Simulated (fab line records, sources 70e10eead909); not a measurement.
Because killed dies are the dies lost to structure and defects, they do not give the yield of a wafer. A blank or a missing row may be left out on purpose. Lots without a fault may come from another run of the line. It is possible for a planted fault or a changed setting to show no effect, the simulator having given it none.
fab line records	flow nandHarc
record: lots: 12	wafers: 36	lastDay: 33
route steps=1302 shown A_CONTACT@1099 A_M0@1155 END@1302
lots untouched by any fault: they come from a run of this same line in which no faults occurred
startH: hours from the record's first day to the start of the lot's first wafer shown	waitH: hours since the lot's step before	" repeats the value in the row above	L1.1+2: one row covering several wafers at once	- no value, or no start given	* or withheld: withheld	< > ~ a bound
route shown NAME@n: names a module that has steps shown in the file, with the first one's number in the route	usual: average and standard deviation across the fault-free wafers	same: alike in all rows	chamber/n: place in a boat	sites: per-site readings	_std_site: the values' standard deviation	_edge_site: outer sites' mean less inner sites'	radiusMm: for every site, how far away it sits from the centre of the wafer	mask NAME#n: copy n	behind: tool/chamber where the wafer was last shaped	hold: why the lot was held/for how many hours/how that ended	device: whichever transistor did not switch (one of n, p or np)	end of line: the same wafers' tests at the end of the route	step lacking rows: just its recipe	killed: dies lost to structure and defects at the first sort, not the wafer's yield	map: dies across one wafer; x = killed, . = not, _ = none there
set.NAME: the run value of the setting; set.NAME@STEP: its run value at that earlier step	model.NAME: the simulator's own value behind a step, which no gauge read
one table for each step of the route and one row for each wafer, over a sample of lots
services: from which hour (startH, from the record's first day; less than 0 if before it) a tool's chamber was out of use, for how many hours, and why
== steps ==
step: NHARC_A_CONTACT_STRIP_26
recipe: o2FlowSccm: 500	arFlowSccm: 0	biasW: 0	chemistry: O2
usual: chamberPressureMTorr: 60.00/0.054	drypumpMotorCurrentA: 5.9/0.35	mfcArSccm: 0.011/0.013	o2FlowSccm: 500.1/1.5	oesProductAu: 1.001/0.011	rfVppV: 58.1/0.93	showerheadPlenumPTorr: 3.62/0.16	throttleValvePct: 17.037/0.0088
same: biasW: 0
lot.wafer	tool	chamber	startH	waitH	chamberPressureMTorr	drypumpMotorCurrentA	mfcArSccm	o2FlowSccm	oesProductAu	rfHoursCounterH	rfVppV	showerheadPlenumPTorr	throttleValvePct
L260.1	rieDiel-05	1	-	-	60.05	6.6	0.014	502.0	1.002	11	57.8	3.71	17.050
L260.4	"	3	"	"	60.00	5.9	0.020	500.9	1.001	14	59.5	3.58	17.035
L260.2	"	0	"	"	60.01	5.4	0.042	497.4	0.991	14	59.3	3.73	17.035
L264.1	rieDiel-12	1	-	-	59.98	5.8	0.002	501.1	0.980	33	57.5	3.62	17.029
L264.3	"	0	"	"	59.95	5.9	0.006	501.4	0.997	33	59.0	3.75	17.043
L264.5	"	2	"	"	60.05	6.2	0	499.7	1.009	-	56.2	3.36	17.057
L268.4	rieDiel-06	1	-	-	60.10	5.7	0	503.2	0.991	37	57.2	3.49	17.043
L268.1	"	3	"	"	59.96	5.9	0.015	502.9	0.977	26	56.9	3.39	17.033
L268.6	"	1	"	"	60.13	5.7	0	501.0	0.994	-	57.8	3.49	17.032
L266.1	rieDiel-12	1	-	-	60.08	5.8	0.002	503.1	0.995	45	58.2	3.61	17.034
L266.3	"	0	"	"	59.96	5.9	0.006	502.2	0.989	45	59.8	3.75	17.036
L266.5	"	1	"	"	59.88	5.8	0.002	502.0	0.994	-	57.8	3.61	17.035
L269.4	rieDiel-12	0	-	-	60.11	5.9	0.006	500.8	0.984	51	58.8	3.74	17.022
L269.2	"	3	"	"	59.94	5.8	0	500.0	1.026	51	58.4	3.78	17.026
L269.6	"	1	"	"	60.00	5.8	0.002	502.5	0.994	-	58.3	3.61	17.038
L273.1	rieDiel-12	1	-	-	60.00	5.8	0.002	497.6	0.976	11	58.3	3.60	17.046
L273.2	"	0	"	"	60.06	5.9	0.006	499.6	0.981	10	58.2	3.74	17.031
L273.6	"	1	"	"	59.97	5.8	0.002	497.2	0.990	-	58.3	3.60	17.035
L275.3	rieDiel-12	3	-	-	60.07	5.8	0	498.6	1.001	9	59.9	3.77	17.021
L275.1	"	1	"	"	60.00	5.8	0.002	502.4	1.001	11	58.4	3.60	17.039
L275.6	"	2	"	"	60.08	6.2	0	500.4	1.004	-	57.0	3.34	17.042
L276.3	rieDiel-05	2	-	-	59.91	5.8	0.019	500.3	1.011	13	57.3	3.79	17.050
L276.1	"	0	"	"	60.03	5.5	0.042	498.7	1.009	11	56.7	3.72	17.051
L276.5	"	2	"	"	60.00	5.7	0.019	500.7	1.010	-	58.1	3.78	17.023
L274.5	rieDiel-05	0	-	-	60.01	5.5	0.042	500.6	1.006	-	58.0	3.72	17.032
L274.4	"	2	"	"	60.06	5.7	0.019	498.2	0.997	-	57.2	3.78	17.047
L274.6	"	3	"	"	60.04	5.9	0.020	500.6	0.991	-	57.9	3.57	17.030
L277.3	rieDiel-12	1	-	-	60.01	5.8	0.002	500.0	0.996	18	58.8	3.60	17.036
L277.4	"	2	"	"	59.97	6.3	0	502.2	1.021	16	56.8	3.34	17.042
L277.6	"	1	"	"	59.94	5.8	0.002	498.8	0.994	-	56.8	3.60	17.038
L283.3	rieDiel-12	0	-	-	59.98	5.9	0.006	499.6	0.980	36	57.8	3.72	17.032
L283.2	"	2	"	"	60.00	6.2	0	500.0	1.007	34	58.6	3.33	17.033
L283.6	"	0	"	"	60.00	5.9	0.006	495.9	0.987	-	58.8	3.72	17.040
L282.2	rieDiel-06	0	-	-	60.00	5.6	0	500.1	1.000	20	59.0	3.34	17.043
L282.1	"	1	"	"	59.99	5.7	0	499.5	1.007	19	58.6	3.47	17.030
L282.6	"	3	"	"	59.99	5.9	0.015	501.7	1.003	-	58.2	3.36	17.035
step: NHARC_A_CONTACT_CVD_19
recipe: targetThkA: 3000	tempC: 300	pressureTorr: 40	wf6FlowSccm: 40	h2FlowSccm: 1600	arFlowSccm: 1560	timeS: 802	material: W
usual: heaterPowerW: 481/52	mfcArSccm: 1559/4.3	throttleValvePct: 7.98/0.19
lot.wafer	tool	chamber	startH	waitH	heaterPowerW	mfcArSccm	throttleValvePct
L260.2	cvdW-01	1	-	-	427	1561	8.06
L260.1	"	0	"	"	454	1561	7.87
L260.4	"	1	"	"	430	1555	8.23
L264.1	cvdW-02	0	-	-	506	1558	8.02
L264.3	"	0	"	"	510	1556	7.89
L264.5	"	1	"	"	578	1559	8.10
L268.1	cvdW-01	1	-	-	413	1553	8.12
L268.4	"	0	"	"	475	1561	7.61
L268.6	"	1	"	"	401	1560	8.03
L266.1	cvdW-01	0	-	-	465	1567	7.87
L266.3	"	0	"	"	477	1559	7.70
L266.5	"	1	"	"	413	1562	8.10
L269.2	cvdW-01	1	-	-	399	1559	8.33
L269.4	"	0	"	"	473	1553	7.87
L269.6	"	0	"	"	455	1564	8.02
L273.1	cvdW-01	0	-	-	478	1554	7.80
L273.2	"	1	"	"	403	1554	8.19
L273.6	"	1	"	"	408	1561	8.31
L275.1	cvdW-02	1	-	-	560	1554	7.99
L275.3	"	1	"	"	544	1558	7.91
L275.6	"	0	"	"	489	1556	7.73
L276.1	cvdW-01	0	-	-	475	1560	8.01
L276.3	"	1	"	"	410	1564	8.09
L276.5	"	1	"	"	400	1565	8.26
L274.4	cvdW-02	1	-	-	538	1574	8.06
L274.6	"	1	"	"	550	1568	7.96
L274.5	"	0	"	"	486	1556	7.73
L277.3	cvdW-01	0	-	-	479	1561	7.81
L277.4	"	0	"	"	480	1555	8.21
L277.6	"	0	"	"	474	1556	7.83
L283.2	cvdW-02	1	-	-	549	1557	7.94
L283.3	"	1	"	"	540	1558	7.93
L283.6	"	0	"	"	486	1557	8.02
L282.1	cvdW-02	0	-	-	498	1564	7.86
L282.2	"	1	"	"	543	1553	7.76
L282.6	"	1	"	"	532	1550	7.96
step: NHARC_A_CONTACT_CMP_20
recipe: tOverpolishS: 30	targetThkNm: 300
usual: motorCurrentA: 11.7/1	overpolishRunS: 30.001/0.0088	slurryFilterDpKPa: 13.49/0.13	timeToEndpointS: 61/3.5
lot.wafer	tool	chamber	startH	waitH	motorCurrentA	overpolishRunS	slurryFilterDpKPa	timeToEndpointS
L260.1	cmp-02	1	503.57	0.7	11.5	29.983	13.26	63
L260.2	"	2	"	"	11.6	30.012	13.38	60
L260.4	"	3	"	"	13.1	30.011	13.41	59
L264.3	cmp-02	0	548.46	0.4	11.5	29.994	13.26	68
L264.1	"	1	"	"	11.5	30.013	13.40	61
L264.5	"	0	"	"	11.8	29.992	13.46	66
L268.4	cmp-02	2	591.14	0.5	11.2	30.013	13.32	60
L268.1	"	3	"	"	14.4	29.990	13.46	59
L268.6	"	0	"	"	11.7	30.001	13.58	66
L266.3	cmp-03	0	594.17	0.5	12.2	29.996	13.38	61
L266.1	"	1	"	"	11.7	29.994	13.57	63
L266.5	"	0	"	"	12.7	30.009	13.44	59
L269.2	cmp-01	0	616.73	0.8	10.7	30.001	13.47	65
L269.4	"	1	"	"	10.8	30.003	13.56	62
L269.6	"	0	"	"	11.2	29.997	13.46	65
L273.1	cmp-02	0	660.70	0.8	11.3	30.005	13.33	67
L273.2	"	2	"	"	11.1	30.007	13.52	62
L273.6	"	0	"	"	11.5	29.997	13.60	63
L275.3	cmp-02	2	662.30	0.5	11.2	30.001	13.48	58
L275.1	"	3	"	"	14.1	30.012	13.53	60
L275.6	"	2	"	"	10.9	30.009	13.39	62
L276.3	cmp-02	0	664.50	0.4	11.6	29.997	13.36	63
L276.1	"	1	"	"	11.5	29.986	13.59	58
L276.5	"	0	"	"	11.2	30.011	13.52	61
L274.4	cmp-01	1	669.81	0.5	11.2	29.997	13.40	61
L274.5	"	1	"	"	11.6	30.012	13.68	60
L274.6	"	2	"	"	11.4	30.005	13.55	59
L277.3	cmp-02	2	690.46	0.9	11.6	30.000	13.35	63
L277.4	"	0	"	"	11.4	30.018	13.32	69
L277.6	"	2	"	"	10.7	30.006	13.59	63
L283.3	cmp-01	0	733.92	0.5	11.2	30.008	13.45	59
L283.2	"	2	"	"	11.5	30.000	13.68	56
L283.6	"	0	"	"	11.0	29.998	13.56	60
L282.1	cmp-03	2	735.61	0.8	11.2	30.012	13.37	61
L282.2	"	3	"	"	13.5	30.011	13.55	61
L282.6	"	3	"	"	12.9	29.982	13.44	62
step: NHARC_A_M0_STRIP_19
recipe: timeS: 600	tempC: 30	chemistry: postEtchResidueRemover
usual: bathHeatDutyPct: 13.2/1.4	runLengthS: 603.2/1.3
lot.wafer	tool	chamber	startH	waitH	bathHeatDutyPct	runLengthS
L260.1	wetBench-09	5	509.32	-	10.7	602.8
L260.2	"	7	"	"	15.8	604.3
L260.4	"	0	"	"	13.9	604.9
L264.1	wetBench-09	2	554.86	-	14.0	604.8
L264.5	"	3	"	"	11.4	602.9
L264.3	"	5	"	"	9.2	601.6
L268.6	wetBench-06	2	596.79	-	12.1	604.0
L268.4	"	4	"	"	13.1	603.2
L268.1	"	6	"	"	13.9	605.0
L266.5	wetBench-05	4	600.16	-	13.0	601.4
L266.1	"	6	"	"	13.1	602.0
L266.3	"	7	"	"	12.7	603.7
L269.6	wetBench-06	6	622.56	-	13.7	603.7
L269.2	"	1	"	"	12.9	602.7
L269.4	"	3	"	"	11.9	602.7
L273.2	wetBench-06	1	666.94	-	-	-
L273.6	"	3	"	"	-	-
L273.1	"	4	"	"	-	-
L275.6	wetBench-06	3	667.94	-	-	-
L275.3	"	7	"	"	-	-
L275.1	"	0	"	"	-	-
L276.5	wetBench-09	7	670.28	-	-	-
L276.1	"	0	"	"	-	-
L276.3	"	2	"	"	-	-
L274.5	wetBench-09	7	675.50	-	16.1	605.0
L274.6	"	0	"	"	14.1	604.7
L274.4	"	3	"	"	13.0	603.7
L277.4	wetBench-05	3	696.13	-	15.6	603.3
L277.3	"	4	"	"	13.2	601.4
L277.6	"	5	"	"	14.3	602.5
L283.3	wetBench-09	6	739.62	-	11.6	601.2
L283.2	"	0	"	"	13.4	605.2
L283.6	"	1	"	"	12.1	601.5
L282.1	wetBench-09	7	741.45	-	14.3	605.9
L282.6	"	2	"	"	14.6	605.0
L282.2	"	4	"	"	13.9	605.3
step: NHARC_END_SORT_01
recipe: tempC: 25
usual: defectLimitedYield: 91.1/2.9	killedAtArray: 55/20	killedAtOther: 1.1/1.2	killedAtPeriphery: 3.8/2.8	killedDies: 60/19	killedOpen: 3.4/1.9	killedShort: 2.2/1.5
same: grossDies: 677
lot.wafer	tool	chamber	startH	waitH	defectLimitedYield[%]	killedAtArray	killedAtOther	killedAtPeriphery	killedDies	killedOpen	killedShort
L276.1	prober-01	0	705.25	2.5	90.3	62	1	3	66	6	6
L273.1	prober-01	0	713.01	2.5	93.2	43	0	3	46	2	2
L273.2	prober-01	0	713.82	2.8	92.9	43	1	4	48	5	4
L273.6	prober-01	0	717.07	4.1	91.9	54	0	1	55	3	3
L274.4	prober-02	0	719.16	3.4	90.8	52	1	9	62	2	3
L274.5	prober-02	0	719.96	3.7	93.5	43	0	1	44	0	4
L274.6	prober-02	0	720.77	4.0	93.4	38	5	2	45	0	2
killed by level:class
L276.1 A_SLIT:chamberFilmFlake=28 A_CHANNEL_HOLE_D2:chamberFilmFlake=13 A_CHANNEL_HOLE_D1:chamberFilmFlake=7 A_CONTACT:chamberFilmFlake=3 A_CHANNEL_FILL_D1:geometricParticle:short=2 A_CHANNEL_FILL_D2:geometricParticle:short=2 P_GATE:chamberFilmFlake=2 P_GATE:geometricParticle:open=1
L273.1 A_CHANNEL_HOLE_D2:chamberFilmFlake=19 A_CHANNEL_HOLE_D1:chamberFilmFlake=13 A_STAIRCASE:chamberFilmFlake=3 A_CONTACT:chamberFilmFlake=2 A_ONON_D2:geometricParticle:short=1 A_WL_FILL:geometricParticle:short=1 A_BLC:geometricParticle:open=1 A_M0:geometricParticle:open=1
L273.2 A_CHANNEL_HOLE_D2:chamberFilmFlake=22 A_CHANNEL_HOLE_D1:chamberFilmFlake=6 A_CONTACT:chamberFilmFlake=4 P_M0:geometricParticle:open=2 A_CHANNEL_FILL_D1:geometricParticle:short=2 A_ONON_D2:geometricParticle:open=2 A_CHANNEL_FILL_D2:chamberFilmFlake=2 A_SLIT:chamberFilmFlake=2
L273.6 A_CHANNEL_HOLE_D2:chamberFilmFlake=24 A_CHANNEL_HOLE_D1:chamberFilmFlake=11 A_CONTACT:chamberFilmFlake=6 A_SLIT:chamberFilmFlake=5 A_DECK1_JOINT:geometricParticle:short=2 A_ONON_D1:geometricParticle:open=1 A_CHANNEL_HOLE_D1:geometricParticle:short=1 A_CHANNEL_FILL_D1:geometricParticle:open=1
L274.4 A_CHANNEL_HOLE_D1:chamberFilmFlake=39 P_STI:chamberFilmFlake=4 A_SLIT:chamberFilmFlake=4 P_M2:chamberFilmFlake=2 A_CONTACT:chamberFilmFlake=2 P_M1:geometricParticle:open=1 A_ONON_D1:geometricParticle:open=1 A_ONON_D1:geometricParticle:short=1
L274.5 A_CHANNEL_HOLE_D1:chamberFilmFlake=28 A_DECK1_JOINT:chamberFilmFlake=4 A_SLIT:chamberFilmFlake=3 A_CONTACT:chamberFilmFlake=3 A_DECK1_JOINT:geometricParticle:short=2 A_ONON_D2:geometricParticle:short=1 A_WL_FILL:geometricParticle:short=1 P_M1:chamberFilmFlake=1
L274.6 A_CHANNEL_HOLE_D1:chamberFilmFlake=33 THIN_TSV:chamberFilmFlake=5 A_SLIT:chamberFilmFlake=2 A_CHANNEL_FILL_D1:geometricParticle:short=1 A_WL_FILL:geometricParticle:short=1 P_GATE:chamberFilmFlake=1 P_M1:chamberFilmFlake=1 A_DECK1_JOINT:chamberFilmFlake=1
== services ==
tool	chamber	startH	hours	kind
cmp-02	-	478.95	1.1	repair
cmp-01	-	479.52	4.0	pm
cmp-02	-	500.73	0.5	repair
cvdW-02	1	506.25	3.7	repair
cmp-02	-	526.68	4.0	pm
cmp-01	-	527.30	3.8	repair
wetBench-09	-	528.80	8.0	pm
cvdW-02	-	531.83	2.5	repair
wetBench-06	-	545.60	8.0	pm
cvdW-01	-	547.08	13.0	pm
rieDiel-05	-	552.11	0.1	repair
cmp-02	-	554.56	1.2	repair
cmp-01	-	577.52	4.0	pm
rieDiel-05	-	583.82	9.0	pm
rieDiel-12	-	622.92	9.0	pm
cmp-02	-	624.68	4.0	pm
cvdW-02	-	631.00	13.0	pm
cmp-02	-	680.67	1.8	repair
cvdW-01	1	685.37	19.7	repair
wetBench-09	-	704.80	8.0	pm
cvdW-01	-	712.52	0.7	repair
wetBench-06	-	721.60	8.0	pm
cmp-02	-	722.68	4.0	pm
cvdW-01	-	728.08	13.0	pm
== key ==
firstSign: step: NHARC_A_M0_STRIP_19	reading: toolRecord	direction: missing
effect none on later readings
metAt NHARC_A_M0_STRIP_19
struckLots L273,L275,L276
notActingAt NHARC_A_CONTACT_STRIP_26,NHARC_A_CONTACT_CVD_19,NHARC_A_CONTACT_CMP_20
onsetBetween 622.56 666.94
fault: kind: skippedStepWhole	tool: wetBench-06,wetBench-09	chamber: -	onsetH: 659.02	steps: NHARC_A_M0_STRIP_19	scope: struckLotsOnly
